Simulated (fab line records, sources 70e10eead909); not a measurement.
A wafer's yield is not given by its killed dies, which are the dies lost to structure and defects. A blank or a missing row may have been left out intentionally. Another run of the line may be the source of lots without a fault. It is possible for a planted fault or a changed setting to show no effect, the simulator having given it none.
Matching of chambers || flow nand-harc || NHARC_A_SLIT_DEP_23 on pecvd-04 has 3 sister chambers
The step deposits SiON, target thk 100 nm. 3 wafers are shown with their chamber, then 7 later ones without.

## WAFERS WITH THEIR CHAMBER
{"wafer": "L892.4", "chamber": 2, "heater-power-w (W)": 947}
{"wafer": "L892.6", "chamber": 1, "heater-power-w (W)": 740}
{"wafer": "L893.2", "chamber": 0, "heater-power-w (W)": 850}

## WAFERS WITHOUT THEIR CHAMBER
{"wafer": "L893.4", "heater-power-w (W)": 769}
{"wafer": "L893.6", "heater-power-w (W)": 941}
{"wafer": "L898.3", "heater-power-w (W)": 750}
{"wafer": "L898.6", "heater-power-w (W)": 675}
{"wafer": "L902.1", "heater-power-w (W)": 749}
{"wafer": "L902.3", "heater-power-w (W)": 907}
{"wafer": "L902.6", "heater-power-w (W)": 903}

## CHAMBER TAKEN BY EACH
{"wafer": "L893.4", "from the rows above": "can't be placed: 1 or 0", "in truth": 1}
{"wafer": "L893.6", "from the rows above": 2, "in truth": 2}
{"wafer": "L898.3", "from the rows above": 1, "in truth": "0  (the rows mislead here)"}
{"wafer": "L898.6", "from the rows above": 1, "in truth": 1}
{"wafer": "L902.1", "from the rows above": 1, "in truth": 1}
{"wafer": "L902.3", "from the rows above": "can't be placed: 2 or 0", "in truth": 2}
{"wafer": "L902.6", "from the rows above": "can't be placed: 2 or 0", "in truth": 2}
Correct placement for 3 of the 7. Unplaceable from these rows: 3, with the true chamber sitting among the candidates in 3. Number placed wrongly: 1.
How it was worked out, from the rows above alone: a wafer's distance from a chamber is the root of the sum, over the readings, of the square of ((its reading less the chamber's mean) divided by the reading's scatter). The wafer belongs to the nearest chamber; if the next one is less than 2 further off, it can't be placed. For every chamber, the mean is computed from those of its wafers that are shown. The scatter (one wafer shown for each chamber): square how far every hidden wafer sits from the nearest shown wafer, average those squares and take the square root.
